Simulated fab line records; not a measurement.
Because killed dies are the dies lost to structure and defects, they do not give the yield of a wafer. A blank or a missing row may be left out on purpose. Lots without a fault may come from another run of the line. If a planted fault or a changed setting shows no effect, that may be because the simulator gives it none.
fab line records	flow n5_finfet
record: lots: 7	wafers: 39
route steps=1938 shown BEOL_M8@1377 BEOL_M14@1751
start_h: start of the lot's first displayed wafer, in hours after the record's first day	wait_h: how many hours have passed since the lot's step before this one	" the same as in the row above	L1.1+2: a single row standing in for several wafers	- value missing, or start not given	* or withheld: withheld	< > ~ a bound
route shown NAME@n: NAME is a module with steps in the file, n the number in the route of the first one	usual: the fault-free wafers' mean and standard deviation	same: alike in all rows	chamber/n: place in a boat	sites: readings site by site	_std_site: the standard deviation of these	_edge_site: inner sites' mean taken away from outer sites' mean	radius_mm: for every site, how far away it sits from the centre of the wafer	mask NAME#n: copy n	behind: tool/chamber where the wafer was last shaped	hold: reason for holding the lot/hours on hold/outcome of the hold	device: the transistor (n, p or np) that didn't switch	end of line: the route-end tests of the same wafers	a step given without rows: its recipe and nothing more	killed: dies that structure and defects cost at the first sort, which is not the same as the wafer's yield	map: shows each die of a wafer: x if killed, . if not, _ if none is there
set.NAME: the setting that was run; set.NAME@STEP: the one run at that earlier step	model.NAME: the simulator's own value behind a step, which no gauge read
lots with deliberately changed settings; one table per step, one row per wafer
== steps ==
step: N5_BEOL_M8_TRENCH_ETCH_37
recipe: chemistry: C4F6/O2	target_depth_a: 934.78	target: SiCOH_lowk	time_s: 31.2	ion_energy_ev: 250	pressure_mtorr: 30	source_w: 345	bias_w: 185	Ar_flow_sccm: 300	C4F6_flow_sccm: 10	O2_flow_sccm: 10
lot.wafer	tool	chamber	start_h	wait_h	set.time_s	model.etch.depth_nm	model.BEOL_M8.feature_depth_nm	model.TiN_of_BEOL_M8_HM_DEP_02.thk_nm
L078.1	rie_diel-01	2	-	-	31.2	94.51	94.6	17.2
L078.2	"	1	"	"	31.2	98.91	99	17
L078.4	"	3	"	"	31.2	97.25	97.2	17
L076.1	rie_diel-03	1	-	-	40.77	125.3	125.4	16.4
L076.2	"	3	"	"	40.77	123.9	123.8	16.6
L076.3	"	0	"	"	31.2	95.76	95.8	17.2
L076.4	"	2	"	"	31.2	96.7	96.6	17.2
L076.5	"	1	"	"	40.77	125	125	16.6
L076.6	"	2	"	"	31.2	97.5	97.4	17.4
L080.1	rie_diel-05	0	-	-	37.03	109.5	109.4	17
L080.2	"	1	"	"	37.03	111.7	111.6	17
L080.3	"	3	"	"	31.2	92.62	92.6	17.4
L080.4	"	2	"	"	37.03	109.3	109.4	17
L080.5	"	2	"	"	31.2	91.1	91.2	17.4
L080.6	"	3	"	"	31.2	93.03	93	17.4
L083.1	rie_diel-01	0	-	-	31.2	95.92	96	17.2
L083.2	"	1	"	"	47.21	146.1	146.2	15.6
L083.3	"	3	"	"	47.21	144.7	144.6	15.6
L083.4	"	1	"	"	31.2	96.62	96.6	17.2
L083.5	"	0	"	"	31.2	95.08	95	17
L083.6	"	3	"	"	47.21	144.4	144.4	16
L088.1	rie_diel-03	1	-	-	31.2	95.44	95.4	17.4
L088.2	"	3	"	"	31.2	93.76	93.8	17.4
L088.3	"	2	"	"	17.24	52.84	52.8	18.8
L088.4	"	1	"	"	17.24	52.33	52.4	18.6
L088.5	"	2	"	"	17.24	52.58	52.6	18.8
L088.6	"	3	"	"	31.2	94.16	94.2	17.8
L089.1	rie_diel-03	3	-	-	31.2	92.98	93	17.4
L089.2	"	2	"	"	31.2	95.45	95.4	17.6
L089.3	"	1	"	"	49.03	150.5	150.4	15.6
L089.4	"	0	"	"	49.03	148.2	148.2	15.8
L089.5	"	2	"	"	49.03	148.4	148.4	15.8
L089.6	"	3	"	"	31.2	93.33	93.4	17.2
L093.1	rie_diel-03	3	-	-	48.15	143.5	143.6	16
L093.2	"	1	"	"	31.2	94.38	94.4	17.8
L093.3	"	0	"	"	48.15	147.1	147	15.8
L093.4	"	2	"	"	48.15	146.8	146.8	15.8
L093.5	"	2	"	"	31.2	95.43	95.4	17.4
L093.6	"	1	"	"	31.2	94.69	94.6	17.4
step: N5_BEOL_M8_ETCH_41
recipe: chemistry: CH3F/O2	target: SiCN	target_depth_a: 319	taper_deg: 2	time_s: 57.8	ion_energy_ev: 120	mask_material: TiN	pressure_mtorr: 30	source_w: 395	bias_w: 75	Ar_flow_sccm: 150	CH3F_flow_sccm: 30	O2_flow_sccm: 20
step: N5_BEOL_M8_STRIP_80
recipe: chemistry: N2/H2	time_s: 10	power_w: 450	temp_c: 40	pressure_mtorr: 20	rf_frequency_hz: 6e+07	bias_power_w: 7	n2_flow_sccm: 200	h2_flow_sccm: 200
step: N5_BEOL_M8_OCD_MEAS_38
usual: trench_depth_nm: 94.6/1.5
lot.wafer	tool	chamber	start_h	wait_h	set.time_s@BEOL_M8_TRENCH_ETCH_37	trench_depth_nm
L078.1	ocd-01	-	220.27	-	31.2	94.7
L078.2	"	-	"	"	31.2	99.4
L078.4	"	-	"	"	31.2	96.8
L076.1	ocd-02	-	228.88	-	40.77	125.2
L076.2	"	-	"	"	40.77	124.1
L076.3	"	-	"	"	31.2	95.7
L076.4	"	-	"	"	31.2	97.0
L076.5	"	-	"	"	40.77	125.0
L076.6	"	-	"	"	31.2	97.7
L080.1	ocd-01	-	238.16	-	37.03	109.6
L080.2	"	-	"	"	37.03	111.6
L080.3	"	-	"	"	31.2	92.7
L080.4	"	-	"	"	37.03	109.8
L080.5	"	-	"	"	31.2	91.3
L080.6	"	-	"	"	31.2	93.2
L083.1	ocd-02	-	253.06	-	31.2	95.4
L083.2	"	-	"	"	47.21	146.3
L083.3	"	-	"	"	47.21	144.9
L083.4	"	-	"	"	31.2	97.0
L083.5	"	-	"	"	31.2	95.0
L083.6	"	-	"	"	47.21	144.5
L088.1	ocd-01	-	282.44	-	31.2	95.2
L088.2	"	-	"	"	31.2	93.8
L088.3	"	-	"	"	17.24	52.7
L088.4	"	-	"	"	17.24	52.2
L088.5	"	-	"	"	17.24	52.4
L088.6	"	-	"	"	31.2	94.1
L089.1	ocd-01	-	288.21	-	31.2	92.9
L089.2	"	-	"	"	31.2	95.8
L089.3	"	-	"	"	49.03	150.9
L089.4	"	-	"	"	49.03	148.2
L089.5	"	-	"	"	49.03	148.2
L089.6	"	-	"	"	31.2	93.6
L093.1	ocd-01	-	311.82	-	48.15	143.4
L093.2	"	-	"	"	31.2	94.1
L093.3	"	-	"	"	48.15	147.1
L093.4	"	-	"	"	48.15	147.5
L093.5	"	-	"	"	31.2	95.1
L093.6	"	-	"	"	31.2	94.7
step: N5_BEOL_M8_HM_STRIP_39
recipe: chemistry: peroxide_tin_strip	material: TiN	target_depth_a: 250	temp_c: 50	time_s: 158
step: N5_BEOL_M8_SRD_40
recipe: time_s: 30	temp_c: 23	rinse_liquid: diw	dry: ipa_marangoni
step: N5_BEOL_M8_ECD_50
recipe: material: Cu	target_thk_a: 3000
step: N5_BEOL_M8_ANNEAL_51
recipe: temp_c: 225	time_s: 90	ambient: N2
step: N5_BEOL_M8_CMP_52
recipe: stop_on: SiCOH_lowk	t_overpolish_s: 6.9	down_force_psi: 1	platen_rpm: 50	clearing_platen_down_force_psi: 1.5	clearing_platen_rpm: 50	post_cmp_clean: cu_alkaline	target_thk_nm: 80	clearing_platen_pad_velocity_m_s: 0.99484	pad_velocity_m_s: 0.99484
lot.wafer	tool	chamber	start_h	wait_h	set.time_s@BEOL_M8_TRENCH_ETCH_37	model.Cu_of_BEOL_M8_ECD_50.thk_nm
L078.1	cmp-04	2	224.34	0.3	31.2	81
L078.4	"	3	"	"	31.2	84.4
L078.2	"	1	"	"	31.2	87.6
L076.4	cmp-03	2	231.95	0.1	31.2	84
L076.2	"	3	"	"	40.77	109.6
L076.1+5	"	0,3	"	"	40.77	112.2
L076.3	"	1	"	"	31.2	83
L076.6	"	2	"	"	31.2	84.6
L080.1	cmp-04	3	240.29	0.3	37.03	96.6
L080.4	"	0	"	"	37.03	96.4
L080.3	"	1	"	"	31.2	80.2
L080.2	"	2	"	"	37.03	98.6
L080.5+6	"	3,0	"	"	31.2	79.2
L083.1	cmp-04	0	255.69	0.3	31.2	82
L083.2	"	1	"	"	47.21	133.8
L083.3	"	2	"	"	47.21	130.2
L083.4	"	3	"	"	31.2	83.4
L083.6	"	0	"	"	47.21	131.8
L083.5	"	1	"	"	31.2	82.2
L088.3	cmp-03	1	284.31	0.2	17.24	41.4
L088.1	"	2	"	"	31.2	81.6
L088.2	"	3	"	"	31.2	79.8
L088.4	"	0	"	"	17.24	39
L088.6	"	1	"	"	31.2	81.2
L088.5	"	2	"	"	17.24	39.6
L089.3	cmp-04	0	290.21	0.2	49.03	137.8
L089.4	"	1	"	"	49.03	136.2
L089.2	"	2	"	"	31.2	81.2
L089.1	"	3	"	"	31.2	79.8
L089.6	"	0	"	"	31.2	80
L089.5	"	1	"	"	49.03	136
L093.3	cmp-03	1	314.28	0.2	48.15	134.4
L093.1	"	2	"	"	48.15	129.6
L093.4	"	3	"	"	48.15	133.4
L093.2	"	0	"	"	31.2	81
L093.6	"	1	"	"	31.2	81.2
L093.5	"	2	"	"	31.2	82.6
step: N5_BEOL_M8_THK_MEAS_53
recipe: thk_meas_gauge: xrf	reads: Cu_of_BEOL_M8_ECD_50
usual: M8_THK: 81.1/1.9
lot.wafer	tool	chamber	start_h	wait_h	set.time_s@BEOL_M8_TRENCH_ETCH_37	M8_THK[nm]
L078.1	film_metro-02	-	224.63	-	31.2	80.9
L078.2	"	-	"	"	31.2	87.5
L078.4	"	-	"	"	31.2	84.4
L076.1	film_metro-01	-	232.24	-	40.77	111.5
L076.2	"	-	"	"	40.77	109.1
L076.3	"	-	"	"	31.2	82.6
L076.4	"	-	"	"	31.2	83.5
L076.5	"	-	"	"	40.77	112.1
L076.6	"	-	"	"	31.2	84.0
L080.1	film_metro-02	-	240.59	-	37.03	96.0
L080.2	"	-	"	"	37.03	98.1
L080.3	"	-	"	"	31.2	79.8
L080.4	"	-	"	"	37.03	95.8
L080.5	"	-	"	"	31.2	78.8
L080.6	"	-	"	"	31.2	78.7
L083.1	film_metro-01	-	255.98	-	31.2	81.0
L083.2	"	-	"	"	47.21	132.3
L083.3	"	-	"	"	47.21	128.7
L083.4	"	-	"	"	31.2	82.4
L083.5	"	-	"	"	31.2	81.5
L083.6	"	-	"	"	47.21	130.1
L088.1	film_metro-01	-	284.60	-	31.2	80.6
L088.2	"	-	"	"	31.2	79.1
L088.3	"	-	"	"	17.24	41.2
L088.4	"	-	"	"	17.24	38.8
L088.5	"	-	"	"	17.24	39.4
L088.6	"	-	"	"	31.2	80.6
L089.1	film_metro-02	-	290.50	-	31.2	79.8
L089.2	"	-	"	"	31.2	81.0
L089.3	"	-	"	"	49.03	137.9
L089.4	"	-	"	"	49.03	136.0
L089.5	"	-	"	"	49.03	136.2
L089.6	"	-	"	"	31.2	79.9
L093.1	film_metro-02	-	314.57	-	48.15	129.4
L093.2	"	-	"	"	31.2	80.9
L093.3	"	-	"	"	48.15	133.7
L093.4	"	-	"	"	48.15	133.3
L093.5	"	-	"	"	31.2	82.0
L093.6	"	-	"	"	31.2	81.0
step: N5_BEOL_M8_PRE_CLEAN_55
recipe: gas: NH3	time_s: 15	temp_c: withheld	rf_power_w: 300
step: N5_BEOL_M8_DEP_56
recipe: material: SiCN	target_thk_a: 100	temp_c: withheld	precursor: 3MS/NH3	pressure_torr: 3	rf_w: 202	time_s: 17.5
step: N5_BEOL_M8_RS_MEAS_57
recipe: thk_meas_gauge: four-point-probe	reads: Cu_of_BEOL_M8_ECD_50+Co_of_BEOL_M8_CVD_78+TaN_of_BEOL_M8_ALD_77
usual: M8_RS: 0.280/0.0078
lot.wafer	tool	chamber	start_h	wait_h	set.time_s@BEOL_M8_TRENCH_ETCH_37	M8_RS[ohm/sq]
L078.1	film_metro-02	-	224.78	0.1	31.2	0.281
L078.2	"	-	"	"	31.2	0.257
L078.4	"	-	"	"	31.2	0.268
L076.1	film_metro-01	-	232.37	0.1	40.77	0.194
L076.2	"	-	"	"	40.77	0.199
L076.3	"	-	"	"	31.2	0.273
L076.4	"	-	"	"	31.2	0.270
L076.5	"	-	"	"	40.77	0.194
L076.6	"	-	"	"	31.2	0.268
L080.1	film_metro-01	-	240.72	0.1	37.03	0.230
L080.2	"	-	"	"	37.03	0.224
L080.3	"	-	"	"	31.2	0.286
L080.4	"	-	"	"	37.03	0.230
L080.5	"	-	"	"	31.2	0.289
L080.6	"	-	"	"	31.2	0.289
L083.1	film_metro-02	-	256.11	0.1	31.2	0.277
L083.2	"	-	"	"	47.21	0.159
L083.3	"	-	"	"	47.21	0.164
L083.4	"	-	"	"	31.2	0.272
L083.5	"	-	"	"	31.2	0.276
L083.6	"	-	"	"	47.21	0.162
L088.1	film_metro-02	-	284.73	0.1	31.2	0.280
L088.2	"	-	"	"	31.2	0.288
L088.3	"	-	"	"	17.24	0.642
L088.4	"	-	"	"	17.24	0.694
L088.5	"	-	"	"	17.24	0.678
L088.6	"	-	"	"	31.2	0.280
L089.1	film_metro-01	-	290.64	0.1	31.2	0.286
L089.2	"	-	"	"	31.2	0.280
L089.3	"	-	"	"	49.03	0.154
L089.4	"	-	"	"	49.03	0.156
L089.5	"	-	"	"	49.03	0.156
L089.6	"	-	"	"	31.2	0.286
L093.1	film_metro-02	-	314.70	0.1	48.15	0.165
L093.2	"	-	"	"	31.2	0.281
L093.3	"	-	"	"	48.15	0.158
L093.4	"	-	"	"	48.15	0.159
L093.5	"	-	"	"	31.2	0.275
L093.6	"	-	"	"	31.2	0.280
step: N5_BEOL_M14_ETCH_68
recipe: chemistry: N2/H2	target: SOC	mask_material: SiARC	source_w: 3000	bias_w: 350	temp_c: 40	time_s: 450	ion_energy_ev: 200	pressure_mtorr: 30	n2_flow_sccm: 200	h2_flow_sccm: 200
lot.wafer	tool	chamber	start_h	wait_h	set.target_depth_a	model.SiARC_of_BEOL_M14_COAT_66.thk_nm
L078.1+2	rie_diel-05	0,1	262.91	0.1	9000	65.6
L078.4	"	3	"	"	9000	65.8
L076.1	rie_diel-03	0	270.47	0.1	13390	41
L076.2	"	2	"	"	9000	64.2
L076.3+5	"	3	"	"	9000	64.6
L076.4+6	"	1,2	"	"	13390	42
L080.1	rie_diel-05	1	280.65	0.1	7183	75
L080.2	"	3	"	"	9000	66
L080.3	"	2	"	"	7183	73.6
L080.4	"	0	"	"	7183	74.6
L080.5	"	2	"	"	9000	65
L080.6	"	1	"	"	9000	65.2
L083.1	rie_diel-01	2	298.41	0.1	9000	64.6
L083.2	"	1	"	"	9000	64.4
L083.3	"	3	"	"	9000	64.8
L083.4+6	"	3,1	"	"	9000	64.2
L083.5	"	2	"	"	9000	65
L088.1	rie_diel-03	3	322.29	0.1	12440	48
L088.2+6	"	1,2	"	"	9000	64.8
L088.3	"	2	"	"	12440	47
L088.4	"	0	"	"	9000	64.4
L088.5	"	3	"	"	12440	48.2
L089.1	rie_diel-03	1	331.61	0.1	3920	90.8
L089.2	"	3	"	"	9000	64.8
L089.3	"	0	"	"	9000	64.6
L089.4+6	"	2,0	"	"	3920	90.6
L089.5	"	3	"	"	9000	65.4
L093.1	rie_diel-01	0	348.85	0.1	4749	86
L093.2	"	1	"	"	4749	85.4
L093.3	"	3	"	"	9000	64
L093.4+6	"	2,0	"	"	9000	64.2
L093.5	"	1	"	"	4749	85.8
== key ==
split: step: N5_BEOL_M8_TRENCH_ETCH_37	setting: time_s	stated: 31.2	by: wafer
response: step: N5_BEOL_M8_TRENCH_ETCH_37	reading: model.etch.depth_nm	change: +0.948	per: 1%	r: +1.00
response: step: N5_BEOL_M8_TRENCH_ETCH_37	reading: model.BEOL_M8.feature_depth_nm	change: +0.948	per: 1%	r: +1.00
response: step: N5_BEOL_M8_TRENCH_ETCH_37	reading: model.TiN_of_BEOL_M8_HM_DEP_02.thk_nm	change: -0.0281	per: 1%	r: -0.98
response: step: N5_BEOL_M8_OCD_MEAS_38	reading: trench_depth_nm	change: +0.95	per: 1%	r: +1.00
response: step: N5_BEOL_M8_CMP_52	reading: model.Cu_of_BEOL_M8_ECD_50.thk_nm	change: +0.949	per: 1%	r: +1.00
response: step: N5_BEOL_M8_THK_MEAS_53	reading: M8_THK	change: +0.944	per: 1%	r: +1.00
response: step: N5_BEOL_M8_RS_MEAS_57	reading: M8_RS	shape: bent	at_lowest: 0.672	at_stated: 0.278	at_highest: 0.155
split: step: N5_BEOL_M14_ETCH_68	setting: target_depth_a	stated: 9000	by: wafer
response: step: N5_BEOL_M14_ETCH_68	reading: model.SiARC_of_BEOL_M14_COAT_66.thk_nm	change: -0.457	per: 1%	r: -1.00
